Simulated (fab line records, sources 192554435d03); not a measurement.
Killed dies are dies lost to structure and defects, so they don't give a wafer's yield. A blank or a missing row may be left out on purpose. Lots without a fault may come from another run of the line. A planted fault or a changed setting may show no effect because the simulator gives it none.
Split-lot experiment | flow n5_finfet | 7 lots, 21 wafers read, on a route of 1938 steps

THE SPLIT
At N5_DUMMY_GATE_ETCH_42 (etches SiO2 in CHF3/O2, target depth 3.5 nm, time 31 s), the setting bias_w was moved away from the recipe's 12 W on 7 of the 21 wafers read, by +7.9% to +12.8%. The other wafers ran this setting at the recipe's value.

The reading is taken at the split's own step.

THE READING
rf_vpp_V, in V, at N5_DUMMY_GATE_ETCH_42 (etches SiO2 in CHF3/O2, target depth 3.5 nm, time 31 s). Fault-free wafers of this fab line usually give 42.7 V, standard deviation 0.88 V.

wafer  | tool, chamber at the split | bias_w as run, W | against the recipe | rf_vpp_V, V | against lot-mates on the recipe
L074.1 | rie_diel-06, 1             | 12               | recipe             | 42.7        | -
L074.2 | rie_diel-06, 2             | 12               | recipe             | 42.6        | -
L074.6 | rie_diel-06, 3             | 12               | recipe             | 43.1        | -
L075.1 | rie_diel-01, 3             | 12               | recipe             | 43.1        | -
L075.3 | rie_diel-01, 2             | 12               | recipe             | 42.2        | -
L075.4 | rie_diel-01, 0             | 12               | recipe             | 44.0        | -
L084.1 | rie_diel-06, 2             | 12               | recipe             | 42.1        | -
L084.3 | rie_diel-06, 3             | 12               | recipe             | 43.1        | -
L084.5 | rie_diel-06, 2             | 12               | recipe             | 43.2        | -
L088.1 | rie_diel-01, 2             | 13.33            | +11.1%             | 45.4        | +3.8
L088.2 | rie_diel-01, 3             | 12               | recipe             | 41.6        | -
L088.5 | rie_diel-01, 1             | 13.33            | +11.1%             | 45.8        | +4.2
L089.1 | rie_diel-03, 1             | 13.54            | +12.8%             | 45.6        | no lot-mate on the recipe
L089.2 | rie_diel-03, 3             | 13.54            | +12.8%             | 46.3        | no lot-mate on the recipe
L089.6 | rie_diel-03, 0             | 13.54            | +12.8%             | 46.6        | no lot-mate on the recipe
L091.1 | rie_diel-03, 3             | 12.95            | +7.9%              | 45.0        | +1.7
L091.4 | rie_diel-03, 0             | 12               | recipe             | 43.3        | -
L091.6 | rie_diel-03, 2             | 12.95            | +7.9%              | 44.7        | +1.4
L095.1 | rie_diel-06, 2             | 12               | recipe             | 41.6        | -
L095.3 | rie_diel-06, 0             | 12               | recipe             | 41.8        | -
L095.5 | rie_diel-06, 0             | 12               | recipe             | 42.4        | -

THE FIT
A straight line over all 21 wafers: rf_vpp_V changes by +0.274 V for each +1% of bias_w; r = +0.93; the points scatter about the line by 0.62 V.
The same after taking each lot's own level away (the mean of its wafers on the recipe; 18 wafers): +0.309 V for each +1%; r = +0.92; scatter 0.57 V.
On that fit, the largest move of bias_w shifts the reading by 4 V.
The lots' own levels span 41.60 to 43.30 V, that is 1.9 times the standard deviation above.
So the lot-to-lot level changes the slope: the two fits differ.
Check: with one of the wafers moved furthest among these (+11.1%) left out of the fit, the line predicts +3.18 V for it against its lot-mates. It came out at +3.8 V against them.
Tool readings at the split's step, against how far the setting was moved: rf_vpp_V r = +0.93.

OTHER SPLITS ON THESE WAFERS
These wafers also went through other splits before the reading. Each is held against what the fit with the lots' levels taken away leaves over:
other split on the same wafers                    | wafers away from the commonest value | r with rf_vpp_V (lot level and that fit taken away)
N5_WELL_APT_COAT_19 spin_rpm                      | 10                                   | +0.44
N5_WELL_APT_PEB_23 peb_time_s                     | 4                                    | -0.21
N5_PMOS_HMC_CHANNEL_EPI_PEB_07 peb_temp_c         | 7                                    | +0.34
N5_PMOS_HMC_CHANNEL_EPI_DEVELOP_08 develop_time_s | 7                                    | -0.29
N5_FIN_SAQP_PEB_14 peb_time_s                     | 6                                    | -0.17
N5_FIN_CUT_CUT_ETCH_15 time_s                     | 5                                    | +0.01

THE FILE'S OWN FIT
rf_vpp_V changes by +0.301 V for each +1% of bias_w, r = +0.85.
